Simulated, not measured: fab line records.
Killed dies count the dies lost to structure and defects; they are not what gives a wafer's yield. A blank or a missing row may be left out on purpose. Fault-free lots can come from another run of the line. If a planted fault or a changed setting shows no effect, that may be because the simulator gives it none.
Comparing a struck lot with a sound one / flow n5 finfet / 37 out of 1938 route steps
Sound: wafers L760.2, L760.3, L760.6. Struck: wafer L761.5 (L761.2, L761.6, from the same lot, were not struck and are left out); the cause is given at the end.
Each step with rows lists, per side, the tool, then ch with its chambers, then its first start. Under that, the readings that differ: sound wafers / struck wafers / difference of the means / sigmas: that difference in standard deviations of wafers without a fault.
alike: readings with means less than 2 such deviations apart, plus words and numbers identical on both sides. not compared: withheld readings, readings lacking a value on some wafer, bounds such as >300 that could conceal the same value, and numbers that have no deviation in the record and whose values overlap.
A row with sigmas, a row that says differs or no value, or rows on one side alone: a step with any of these is where the two part. Numbers that have no deviation but don't overlap get no sigmas and don't part them. A reading missing from all wafers of one side parts the sides only when that side holds two or more wafers.

first, 9 steps without rows for these wafers: N5_MOL_CONTACT_COAG_SPUTTER_130 (material Co, target thk 47.5 nm); N5_MOL_CONTACT_COAG_PRECLEAN_125 (cleans in DIW, time 57.5 s); N5_MOL_CONTACT_COAG_SRD_126 (dry time 32 s); N5_MOL_CONTACT_COAG_CMP_23 (polishes, stops on SiO2, t overpolish 1.5 s, target thk 0 nm); N5_MOL_CONTACT_COAG_WET_ETCH_26 (target Co, target depth 13 nm); N5_MOL_CONTACT_COAG_WET_ETCH_116 (etches the open film in SC1-inhibited, target depth 4.6 nm, rinse time 30 s); N5_MOL_CONTACT_COAG_ALD_27 (deposits SiOC, target thk 17 nm, pulse time 1.5 s, time 2720 s); N5_MOL_CONTACT_COAG_CMP_28 (polishes, stops on SiNx, t overpolish 0.85 s, target thk 14.522 nm); N5_MOL_CONTACT_COAG_ALD_123 (deposits SiNx, target thk 5 nm, pulse time 1 s, purge time 2 s).
N5_MOL_CONTACT_COAG_PECVD_31: deposits SiO2 from TEOS/O2, target thk 46 nm, time 8.9 s.
  sound on pecvd-03 ch 1,2, day 8 00:32; struck on pecvd-04 ch 0, day 8 04:46
  not compared: since wet clean h
then, 25 steps without rows for these wafers: N5_MOL_CONTACT_COAG_COAT_75 (time 60 s, resist thk 60 nm); N5_MOL_CONTACT_COAG_COAT_76 (time 60 s, resist thk 10 nm); N5_MOL_CONTACT_COAG_COAT_77 (time 60 s, resist thk 10 nm); N5_MOL_CONTACT_COAG_COAT_78 (resist thk 40 nm); N5_MOL_CONTACT_COAG_EBR_80; N5_MOL_CONTACT_COAG_SOFTBAKE_79 (time 60 s); N5_MOL_CONTACT_COAG_EXPOSE_81 (exposes mask VG, defocus 0 nm); N5_MOL_CONTACT_COAG_PEB_82 (peb time 60 s); N5_MOL_CONTACT_COAG_DEVELOP_83 (develop time 30 s); N5_MOL_CONTACT_COAG_DESCUM_88 (chemistry O2, time 7 s); N5_MOL_CONTACT_COAG_ETCH_89 (etches underlayer in N2/H2, target depth 13 nm, time 10.4 s); N5_MOL_CONTACT_COAG_ETCH_90 (etches SiARC in CF4, target depth 13 nm, time 21.7 s); N5_MOL_CONTACT_COAG_ALD_131 (deposits SiO2, target thk 5 nm, pulse time 1 s, co reactant pulse time 1 s); N5_MOL_CONTACT_COAG_ETCHBACK_132 (etches SiO2 in CHF3, target depth 10 nm, time 6.7 s); N5_MOL_CONTACT_COAG_ETCH_91 (etches SOC in N2/H2, target depth 60 nm, overetch 21 nm, time 101.2 s); N5_MOL_CONTACT_COAG_STRIP_92 (strips in N2/H2); N5_MOL_CONTACT_COAG_STRIP_93 (strips in N2/H2); N5_MOL_CONTACT_COAG_ETCHBACK_135 (etches SiO2 in CHF3, target depth 25 nm, time 16.7 s); N5_MOL_CONTACT_COAG_STRIP_118 (strips in CHF3); N5_MOL_CONTACT_COAG_VIA_ETCH_46 (etches SiO2 in C4F6/O2, target depth 46 nm, overetch 9.2 nm, time 40 s); N5_MOL_CONTACT_COAG_STRIP_96 (strips in N2/H2); N5_MOL_CONTACT_COAG_ETCH_47 (etches SiNx in CH3F/O2, stops on W, target depth 27 nm); N5_MOL_CONTACT_COAG_STRIP_119 (strips in N2/H2, time 30 s); N5_MOL_CONTACT_COAG_PRECLEAN_144 (cleans in alkaline clean, time 60 s); N5_MOL_CONTACT_COAG_SRD_145 (time 30 s).
N5_MOL_CONTACT_COAG_THK_MEAS_53:
  sound on film metro-02 at day 8 04:37; struck on film metro-02 at day 8 09:10
reading=VIA_MOL_THK (nm); sound=42.3 42.7 43.5; struck=37.8; difference=-5.0; sigmas=-9
-- the record jumps here: 3 days lie between the struck wafers' starts before and after (it left off in module MOL_CONTACT_COAG and takes up again in module BEOL_M4, whose first step shown is number 1111 of the route) --
N5_BEOL_M4_RC_MEAS_101:
  sound on prober-02 ch 0, day 12 00:50; struck on prober-01 ch 0, day 11 17:28
  alike: DIBL_N, DIBL_P, IOFF_N, IOFF_P, ION_N, ION_P, SS_N, SS_P, VT_N, VT_P

## WHERE THEY PART
Only at N5_MOL_CONTACT_COAG_THK_MEAS_53, as far as this record shows. Later steps at which nothing parts them and some readings are alike: N5_BEOL_M4_RC_MEAS_101.

WHY: whatever the simulator had introduced
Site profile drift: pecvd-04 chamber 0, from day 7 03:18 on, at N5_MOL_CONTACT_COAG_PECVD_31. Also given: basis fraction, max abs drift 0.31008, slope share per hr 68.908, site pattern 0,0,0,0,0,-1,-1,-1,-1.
